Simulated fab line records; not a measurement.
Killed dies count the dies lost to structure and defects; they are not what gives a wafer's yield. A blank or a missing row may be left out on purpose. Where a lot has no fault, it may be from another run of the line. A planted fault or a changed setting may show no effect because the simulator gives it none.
Matching of chambers    flow n5-finfet    3 sister chambers for N5_BEOL_M2_PRE_CLEAN_60 on cvd-co-02
The step time 15 s. 3 wafers are shown with their chamber, then 12 later ones without.

WAFERS WITH THEIR CHAMBER
wafer   chamber  heater-power-w (W)
L089.3  0        98
L089.5  2        121
L089.6  1        88

WAFERS WITHOUT THEIR CHAMBER
wafer   heater-power-w (W)
L090.1  96
L090.5  99
L090.6  125
L092.1  97
L092.2  128
L092.4  98
L096.2  126
L096.4  90
L096.6  120
L097.3  95
L097.5  121
L097.6  96

WHICH CHAMBER EACH WENT THROUGH
wafer   from the rows above      in truth
L090.1  can't be placed: 0 or 1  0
L090.5  0                        0
L090.6  2                        2
L092.1  0                        0
L092.2  2                        2
L092.4  0                        0
L096.2  2                        2
L096.4  can't be placed: 1 or 0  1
L096.6  2                        2
L097.3  can't be placed: 0 or 1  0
L097.5  2                        2
L097.6  can't be placed: 0 or 1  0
Correctly placed: 8 of 12. From these rows, 4 cannot be placed; in 4 the true chamber is one of the candidates. Wrongly placed: 0.
How it was worked out, from the rows above alone: a wafer's distance from a chamber is the root of the sum, over the readings, of the square of ((its reading less the chamber's mean) divided by the reading's scatter). If the next closest chamber is less than 2 further off than the closest, the wafer can't be placed; otherwise it belongs to the closest. The mean given for a chamber averages the wafers shown for that chamber. The scatter: root of mean squared gap, hidden wafer to nearest shown wafer, with one shown wafer a chamber.
